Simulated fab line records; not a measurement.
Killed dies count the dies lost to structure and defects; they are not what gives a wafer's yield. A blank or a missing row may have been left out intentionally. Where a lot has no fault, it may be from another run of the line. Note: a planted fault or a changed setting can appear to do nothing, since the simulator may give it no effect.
fab line records    flow n5Finfet
record lots=7  wafers=18  lastDay=19
route steps=1938 shown BEOL_M6@1203
lots untouched by any fault: they come from a run of this same line in which no faults occurred
startH: hours from the record's first day to the start of the lot's first wafer shown    waitH: hours from the lot's prior step to this one    " repeats the value in the row above    L1.1+2: a row that stands for several wafers    - no value, or no start was given    * or withheld: withheld    < > ~ a bound
route shown NAME@n: a module of which the file shows steps, and the number in the route of the first    usual: the fault-free wafers' mean and standard deviation    same: alike in all rows    chamber/n: place in a boat    sites: the reading at each site    _std_site: standard deviation across them    _edge_site: mean of outer sites minus mean of inner sites    radiusMm: how far each site lies from the wafer's centre    mask NAME#n: copy n    behind: the last tool/chamber to shape the wafer    hold: why the lot was held/for how many hours/how that ended    device: names the non-switching transistor (n, p or np)    end of line: the tests these same wafers got at the end of their route    where a step has no rows: the recipe by itself    killed: the dies lost at the first sort to structure and to defects; this is not the yield of the wafer    map: dies across one wafer; x = killed, . = not, _ = none there
set.NAME: the setting the step ran with; set.NAME@STEP: the setting that earlier step ran with    model.NAME: the simulator's own value behind a step, which no gauge read
a table for each step, a row for each wafer; lots at some steps of the route
services: when a tool's chamber went out of use (startH, in hours from the record's first day, below 0 if earlier), for how many hours, and the reason
## steps
# step N5_BEOL_M6_SOFTBAKE_06
# recipe tempC=110  timeS=60  resist=CAR-ArF
# step N5_BEOL_M6_EXPOSE_08
# recipe maskId=M6  na=1.35  sourceShape=dipole  sigmaInner=0.817  sigmaOuter=0.97  polarization=te  doseMj=68.25
# step N5_BEOL_M6_PEB_09
# recipe pebTempC=withheld  pebTimeS=60  resist=CAR-ArF
# step N5_BEOL_M6_DEVELOP_10
# recipe developTimeS=30  developer=TMAH  resist=CAR-ArF  rinseLiquid=diw  dry=airSpin  devTempC=23
# step N5_BEOL_M6_CD_MEAS_11
# recipe targetCdNm=38.5  landingEnergyEv=500  detector=seInlens  polarity=opening
# usual cdNm=38.5/0.41
# same landingEnergyEv=500
lot.wafer  tool      chamber  startH  waitH  cdNm
L391.1     cdSem-02  0        187.46  -      39.1
L391.2     "         0        "       "      38.7
L391.4     "         0        "       "      39.0
L398.2     cdSem-01  0        242.19  -      38.5
L398.5     "         0        "       "      38.3
L398.6     "         0        "       "      38.7
L401.1     cdSem-01  0        278.80  -      38.7
L401.2     "         0        "       "      38.3
L401.5     "         0        "       "      38.6
L408.4     cdSem-01  0        300.22  -      38.5
L408.5     "         0        "       "      38.2
L409.2     cdSem-02  0        307.47  -      38.0
L409.5     "         0        "       "      38.4
L412.2     cdSem-02  0        335.40  -      38.5
L412.4     "         0        "       "      39.0
L413.1     cdSem-01  0        343.35  -      38.6
L413.3     "         0        "       "      38.9
L413.4     "         0        "       "      38.5
# step N5_BEOL_M6_OVL_MEAS_12
# recipe pointsPerWafer=44
# usual M6_OVL=0.0/0.77
lot.wafer  tool        chamber  startH  waitH  M6_OVL[nm]
L391.1     overlay-01  0        187.49  0.0    0.0
L391.2     "           0        "       "      0.2
L391.4     "           0        "       "      0.6
L398.2     overlay-02  0        242.22  0.0    0.0
L398.5     "           0        "       "      -0.4
L398.6     "           0        "       "      -0.2
L401.1     overlay-02  0        278.83  0.0    -0.8
L401.2     "           0        "       "      -0.1
L401.5     "           0        "       "      -0.4
L408.4     overlay-01  0        300.25  0.0    -0.7
L408.5     "           0        "       "      -0.8
L409.2     overlay-01  0        307.50  0.0    0.6
L409.5     "           0        "       "      0.5
L412.2     overlay-02  0        335.43  0.0    0.9
L412.4     "           0        "       "      1.6
L413.1     overlay-02  0        343.38  0.0    -0.3
L413.3     "           0        "       "      -1.6
L413.4     "           0        "       "      -1.8
# step N5_BEOL_M6_INSPECT_13
# recipe mode=adi  inspectInstrument=brightfield
# usual rawDefectCount=394/97
lot.wafer  tool              chamber  startH  waitH  rawDefectCount
L391.1     defectInspect-02  -        187.51  0.0    346
L391.2     "                 -        "       "      355
L391.4     "                 -        "       "      503
L398.2     defectInspect-01  -        242.24  0.0    477
L398.5     "                 -        "       "      418
L398.6     "                 -        "       "      280
L401.1     defectInspect-02  -        278.85  0.0    598
L401.2     "                 -        "       "      386
L401.5     "                 -        "       "      262
L408.4     defectInspect-01  -        300.27  0.0    320
L408.5     "                 -        "       "      564
L409.2     defectInspect-02  -        307.52  0.0    440
L409.5     "                 -        "       "      569
L412.2     defectInspect-02  -        335.45  0.0    324
L412.4     "                 -        "       "      247
L413.1     defectInspect-02  -        343.40  0.0    384
L413.3     "                 -        "       "      382
L413.4     "                 -        "       "      398
# step N5_BEOL_M6_DESCUM_16
# recipe chemistry=O2  timeS=7.9  sourcePowerW=50  biasPowerW=20  pressureMtorr=20  rfFrequencyHz=2.712e+07  tempC=40  resist=CAR-ArF  o2FlowSccm=225
# usual drypumpMotorCurrentA=5.7/0.35  oesProductAu=0.82/0.089  rfFwdPowerW=49.38/0.2  rfVppV=243.1/1.3  showerheadPlenumPTorr=2.09/0.068  throttleValvePct=20.30/0.19
lot.wafer  tool        chamber  startH  waitH  drypumpMotorCurrentA  oesProductAu  rfFwdPowerW  rfHoursCounterH  rfVppV  showerheadPlenumPTorr  throttleValvePct
L391.1     rieDiel-02  3        188.13  0.6    5.2                   0.73          49.42        189              245.1   2.17                   20.26
L391.2     "           2        "       "      5.7                   0.87          49.35        42               242.6   2.04                   20.14
L391.4     "           1        "       "      5.9                   0.91          48.98        20               242.4   2.05                   20.18
L398.2     rieDiel-02  1        242.28  0.0    5.8                   0.85          49.29        43               243.6   2.04                   20.22
L398.5     "           2        "       "      5.6                   0.84          49.27        -                241.7   2.03                   20.18
L398.6     "           1        "       "      5.8                   0.85          49.32        -                241.8   2.04                   20.25
L401.1     rieDiel-01  0        278.88  0.0    5.2                   0.89          49.38        35               243.3   2.04                   20.29
L401.2     "           2        "       "      5.7                   0.82          49.22        91               241.3   2.04                   20.12
L401.5     "           0        "       "      5.2                   0.89          49.32        -                242.7   2.04                   20.29
L408.4     rieDiel-02  2        300.41  0.1    5.6                   0.82          49.48        81               242.9   2.03                   20.21
L408.5     "           1        "       "      5.8                   0.84          49.30        -                242.6   2.04                   20.26
L409.2     rieDiel-01  2        307.56  0.0    5.7                   0.81          49.28        99               241.9   2.04                   20.12
L409.5     "           1        "       "      5.5                   0.92          49.44        -                242.6   2.06                   20.65
L412.2     rieDiel-06  2        335.48  0.0    5.7                   0.83          49.56        73               242.3   2.02                   20.25
L412.4     "           1        "       "      5.6                   0.69          49.35        226              243.7   2.06                   20.36
L413.1     rieDiel-06  1        344.11  0.7    5.6                   0.69          49.39        228              242.8   2.06                   20.38
L413.3     "           2        "       "      5.7                   0.83          49.91        75               242.1   2.02                   20.26
L413.4     "           3        "       "      6.2                   0.92          48.93        26               244.5   2.23                   20.20
# step N5_BEOL_M6_ETCH_61
# recipe chemistry=CF4  target=SiARC  targetDepthA=455  maskMaterial=CAR-ArF  timeS=75.8  ionEnergyEv=80  pressureMtorr=40  sourceW=545  biasW=36  Ar_flow_sccm=100  cf4FlowSccm=100  ends=cleared
# usual drypumpMotorCurrentA=5.7/0.35  etchRfOnTimeS=75.0/0.9  oesProductAu=0.70/0.077  rfFwdPowerW=539.3/2  rfVppV=183.9/1.2  showerheadPlenumPTorr=2.13/0.063  throttleValvePct=15.46/0.2
lot.wafer  tool        chamber  startH  waitH  drypumpMotorCurrentA  etchRfOnTimeS  oesProductAu  rfFwdPowerW  rfHoursCounterH  rfVppV  showerheadPlenumPTorr  throttleValvePct
L391.1     rieDiel-02  3        188.16  0.0    5.2                   74.6           0.62          540.6        189              185.8   2.21                   15.52
L391.2     "           2        "       "      5.6                   74.3           0.75          537.1        42               183.1   2.09                   15.31
L391.4     "           1        "       "      5.8                   75.5           0.77          537.9        20               181.5   2.10                   15.33
L398.2     rieDiel-02  1        242.31  0.0    5.9                   74.3           0.74          538.3        43               182.8   2.10                   15.38
L398.5     "           2        "       "      5.7                   73.7           0.72          538.4        -                183.2   2.08                   15.36
L398.6     "           1        "       "      5.9                   74.3           0.74          538.7        -                182.7   2.09                   15.37
L401.1     rieDiel-01  0        278.92  0.0    5.2                   74.7           0.77          541.7        35               185.5   2.09                   15.45
L401.2     "           2        "       "      5.7                   74.9           0.70          536.2        91               182.0   2.08                   15.23
L401.5     "           0        "       "      5.2                   74.0           0.77          538.2        -                183.2   2.09                   15.47
L408.4     rieDiel-02  2        300.45  0.0    5.7                   73.7           0.70          539.2        81               182.3   2.08                   15.40
L408.5     "           1        "       "      5.8                   74.8           0.71          537.0        -                182.8   2.09                   15.41
L409.2     rieDiel-01  2        307.59  0.0    5.8                   75.5           0.68          539.4        99               183.6   2.08                   15.26
L409.5     "           1        "       "      5.5                   75.8           0.78          542.5        -                184.2   2.10                   15.67
L412.2     rieDiel-06  2        335.52  0.0    5.7                   73.8           0.72          543.8        73               182.9   2.08                   15.48
L412.4     "           1        "       "      5.6                   76.8           0.60          537.7        226              183.8   2.11                   15.64
L413.1     rieDiel-06  1        344.14  0.0    5.6                   77.3           0.59          537.9        228              182.8   2.11                   15.63
L413.3     "           2        "       "      5.7                   73.8           0.71          543.6        75               183.7   2.08                   15.47
L413.4     "           3        "       "      6.2                   74.4           0.79          535.8        26               185.1   2.27                   15.34
# step N5_BEOL_M6_ETCH_62
# recipe chemistry=N2/H2  target=SOC  targetDepthA=1100  overetchA=220  maskMaterial=SiARC  tempC=40  timeS=165  ionEnergyEv=200  pressureMtorr=30  sourceW=840  biasW=150  n2FlowSccm=200  h2FlowSccm=200
# usual drypumpMotorCurrentA=5.7/0.35  oesProductAu=0.69/0.073  rfFwdPowerW=837.2/2.5  rfVppV=523.6/2.4  showerheadPlenumPTorr=2.53/0.082  throttleValvePct=17.69/0.17
lot.wafer  tool        chamber  startH  waitH  drypumpMotorCurrentA  oesProductAu  rfFwdPowerW  rfHoursCounterH  rfVppV  showerheadPlenumPTorr  throttleValvePct
L391.1     rieDiel-02  3        188.22  0.0    5.2                   0.62          837.6        189              525.9   2.64                   17.72
L391.2     "           2        "       "      5.6                   0.74          837.2        42               522.0   2.49                   17.61
L391.4     "           1        "       "      5.8                   0.75          836.2        20               522.4   2.50                   17.59
L398.2     rieDiel-02  1        242.37  0.0    5.8                   0.73          838.3        43               521.5   2.49                   17.62
L398.5     "           2        "       "      5.7                   0.71          835.6        -                522.0   2.48                   17.66
L398.6     "           1        "       "      5.8                   0.73          841.2        -                523.3   2.49                   17.63
L401.1     rieDiel-01  0        278.98  0.0    5.2                   0.76          836.1        35               521.2   2.48                   17.71
L401.2     "           2        "       "      5.7                   0.69          837.7        91               521.0   2.46                   17.50
L401.5     "           0        "       "      5.2                   0.76          838.2        -                521.8   2.48                   17.72
L408.4     rieDiel-02  2        300.50  0.0    5.7                   0.69          838.4        81               520.9   2.47                   17.68
L408.5     "           1        "       "      5.9                   0.71          838.7        -                522.5   2.48                   17.67
L409.2     rieDiel-01  2        307.65  0.0    5.8                   0.69          830.7        99               523.4   2.46                   17.52
L409.5     "           1        "       "      5.5                   0.77          838.7        -                521.5   2.49                   17.88
L412.2     rieDiel-06  2        335.58  0.0    5.7                   0.70          841.8        73               522.3   2.46                   17.66
L412.4     "           1        "       "      5.6                   0.59          838.7        226              523.2   2.50                   17.72
L413.1     rieDiel-06  1        344.20  0.0    5.6                   0.60          839.3        228              522.2   2.50                   17.72
L413.3     "           2        "       "      5.7                   0.69          838.2        75               521.1   2.46                   17.65
L413.4     "           3        "       "      6.1                   0.77          838.0        26               527.6   2.71                   17.70
# step N5_BEOL_M6_STRIP_68
# recipe chemistry=N2/H2  tempC=40  n2FlowSccm=200  h2FlowSccm=200  rfFrequencyHz=6e+07
# step N5_BEOL_M6_STRIP_67
# recipe chemistry=CF4  resist=SiARC  powerW=300  biasPowerW=75  pressureMtorr=50  cf4FlowSccm=150  rfFrequencyHz=6e+07
# usual drypumpMotorCurrentA=5.7/0.34  oesProductAu=0.82/0.086  rfVppV=271.0/1.5  showerheadPlenumPTorr=1.78/0.051  throttleValvePct=13.43/0.21
lot.wafer  tool        chamber  startH  waitH  drypumpMotorCurrentA  oesProductAu  rfHoursCounterH  rfVppV  showerheadPlenumPTorr  throttleValvePct
L391.1     rieDiel-02  3        188.36  0.0    5.2                   0.73          189              274.1   1.84                   13.49
L391.2     "           2        "       "      5.6                   0.86          42               272.8   1.75                   13.27
L391.4     "           1        "       "      5.8                   0.90          20               269.8   1.76                   13.28
L398.2     rieDiel-02  1        242.52  0.0    5.9                   0.85          43               268.7   1.76                   13.33
L398.5     "           2        "       "      5.7                   0.83          -                269.4   1.75                   13.32
L398.6     "           1        "       "      5.8                   0.86          -                271.1   1.76                   13.31
L401.1     rieDiel-01  0        279.12  0.0    5.1                   0.89          35               270.3   1.75                   13.41
L401.2     "           2        "       "      5.7                   0.82          91               271.0   1.74                   13.21
L401.5     "           0        "       "      5.2                   0.89          -                269.1   1.75                   13.39
L408.4     rieDiel-02  2        300.65  0.0    5.7                   0.82          81               269.1   1.74                   13.37
L408.5     "           1        "       "      5.8                   0.83          -                271.5   1.75                   13.36
L409.2     rieDiel-01  2        307.79  0.0    5.7                   0.81          99               269.5   1.74                   13.24
L409.5     "           1        "       "      5.5                   0.91          -                268.7   1.76                   13.59
L412.2     rieDiel-06  2        335.72  0.0    5.7                   0.82          73               271.5   1.74                   13.44
L412.4     "           1        "       "      5.6                   0.70          226              270.0   1.77                   13.66
L413.1     rieDiel-06  1        344.35  0.0    5.6                   0.70          228              271.2   1.77                   13.67
L413.3     "           2        "       "      5.7                   0.82          75               270.2   1.74                   13.44
L413.4     "           3        "       "      6.2                   0.92          26               274.4   1.90                   13.28
# step N5_BEOL_M6_HM_OPEN_17
# recipe chemistry=Cl2/BCl3  targetDepthA=200  overetchA=60  target=TiN  maskMaterial=SOC  ionEnergyEv=150  pressureMtorr=10  icpW=1000  biasW=126  Cl2_flow_sccm=53.25  bcl3FlowSccm=21.75  Ar_flow_sccm=25
# usual drypumpMotorCurrentA=5.7/0.36  heBacksideLeakSccm=3.29/0.23  oesProductAu=0.67/0.085  rfFwdPowerW=993/3.3  throttleValvePct=22.14/0.3
lot.wafer  tool         chamber  startH  waitH  drypumpMotorCurrentA  heBacksideLeakSccm  oesProductAu  rfFwdPowerW  rfHoursCounterH  throttleValvePct  model.SOC_of_BEOL_M6_COAT_59.thkNm
L391.1     rieMetal-02  0        188.40  0.0    5.3                   3.60                0.53          991          129              22.19             91.8
L391.2     "            1        "       "      5.9                   3.23                0.62          988          67               22.34             91.8
L391.4     "            0        "       "      5.3                   3.62                0.53          988          -                22.20             91.8
L398.2     rieMetal-03  0        242.56  0.0    6.3                   3.68                0.64          996          48               22.29             92.2
L398.5     "            0        "       "      6.3                   3.55                0.65          999          -                22.29             92.4
L398.6     "            1        "       "      5.5                   2.97                0.78          990          -                21.69             92.4
L401.1     rieMetal-03  1        279.16  0.0    5.5                   3.26                0.76          993          11               21.72             92.4
L401.2     "            0        "       "      6.3                   3.60                0.65          992          51               22.28             92
L401.5     "            0        "       "      6.3                   3.56                0.64          992          -                22.29             92.6
L408.4     rieMetal-03  1        300.72  0.1    5.4                   3.20                0.76          994          -                21.70             91.8
L408.5     "            1        "       "      5.4                   3.18                0.75          996          -                21.69             88.4
L409.2     rieMetal-03  0        307.83  0.0    6.3                   3.61                0.64          995          54               22.29             88.4
L409.5     "            0        "       "      6.3                   3.59                0.64          997          -                22.27             88.4
L412.2     rieMetal-03  0        335.76  0.0    6.3                   3.67                0.62          993          57               22.30             88
L412.4     "            0        "       "      6.3                   3.49                0.62          992          -                22.31             91.6
L413.1     rieMetal-02  1        344.39  0.0    5.9                   3.46                0.59          992          81               22.38             91.6
L413.3     "            0        "       "      5.3                   3.44                0.77          992          -                22.00             91.8
L413.4     "            1        "       "      5.9                   3.17                0.59          990          -                22.39             91.6
# step N5_BEOL_M6_STRIP_19
# recipe chemistry=O2  powerW=400  tempC=40  pressureMtorr=30  rfFrequencyHz=6e+07  biasPowerW=0  overashFraction=0.2  o2FlowSccm=225
# usual drypumpMotorCurrentA=5.6/0.34  oesProductAu=0.82/0.085  rfVppV=3.6/0.61  showerheadPlenumPTorr=2.10/0.074  throttleValvePct=16.53/0.14
lot.wafer  tool        chamber  startH  waitH  drypumpMotorCurrentA  oesProductAu  rfHoursCounterH  rfVppV  showerheadPlenumPTorr  throttleValvePct
L391.1     rieDiel-02  3        188.61  0.2    5.2                   0.74          189              3.2     2.17                   16.58
L391.2     "           2        "       "      5.7                   0.89          42               3.2     2.04                   16.39
L391.4     "           1        "       "      5.9                   0.90          21               3.8     2.05                   16.42
L398.2     rieDiel-01  2        242.67  0.1    5.7                   0.82          77               4.3     2.05                   16.34
L398.5     "           3        "       "      6.5                   0.90          -                2.6     2.05                   16.43
L398.6     "           2        "       "      5.7                   0.84          -                2.9     2.05                   16.34
L401.1     rieDiel-06  2        279.28  0.1    5.7                   0.86          52               3.6     2.03                   16.46
L401.2     "           1        "       "      5.6                   0.71          205              2.9     2.08                   16.64
L401.5     "           3        "       "      6.2                   0.99          -                3.5     2.24                   16.38
L408.4     rieDiel-06  0        300.80  0.1    5.3                   0.79          95               2.9     2.21                   16.65
L408.5     "           2        "       "      5.7                   0.83          -                4.5     2.03                   16.48
L409.2     rieDiel-02  3        307.98  0.1    5.2                   0.69          233              4.3     2.16                   16.66
L409.5     "           0        "       "      5.9                   0.69          -                4.3     2.17                   16.57
L412.2     rieDiel-01  2        336.24  0.4    5.8                   0.81          109              3.8     2.04                   16.38
L412.4     "           0        "       "      5.2                   0.87          54               2.5     2.04                   16.54
L413.1     rieDiel-01  2        344.50  0.1    5.7                   0.81          113              4.2     2.04                   16.42
L413.3     "           1        "       "      5.5                   0.89          28               3.6     2.06                   16.83
L413.4     "           0        "       "      5.1                   0.86          58               3.9     2.03                   16.51
## services
tool         chamber  startH  hours  kind
rieDiel-06   1        164.44  9.9    repair
rieDiel-01   3        177.60  5.2    repair
rieDiel-06   1        183.55  8.8    repair
rieDiel-02   0        212.15  22.1   repair
rieDiel-06   3        215.95  2.9    repair
rieMetal-02  0        217.34  -      clean
rieMetal-02  0        217.34  20.8   scheduledDown
rieMetal-02  0        217.34  20.8   ventCycle
rieDiel-01   1        240.61  -      clean
rieDiel-01   1        240.61  -      consumableReplace:focusRing
rieDiel-01   1        240.61  16.8   scheduledDown
rieDiel-01   1        240.61  16.8   ventCycle
rieDiel-06   3        242.73  -      clean
rieDiel-06   3        242.73  -      consumableReplace:focusRing
rieDiel-06   3        242.73  -      consumableReplace:showerhead
rieMetal-03  -        265.67  0.1    repair
rieDiel-02   2        281.00  6.7    repair
rieMetal-02  -        291.07  2.8    pm
rieDiel-01   2        307.95  1.8    repair
## key
firstSign none at tools or gauges
modelEffect step=N5_BEOL_M6_HM_OPEN_17  value=SOC_of_BEOL_M6_COAT_59.thkNm  without=92.1  struck=88.3
metAt N5_BEOL_M6_HM_OPEN_17
struckWafers L408.5,L409.2,L409.5,L412.2
onsetBetween 279.16 300.72
fault kind=processParameterDrift  tool=rieMetal-03  chamber=-  onsetH=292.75  steps=N5_BEOL_M6_HM_OPEN_17  channel=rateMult  offset=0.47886  shape=step  endH=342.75  scope=struckWafersOnly
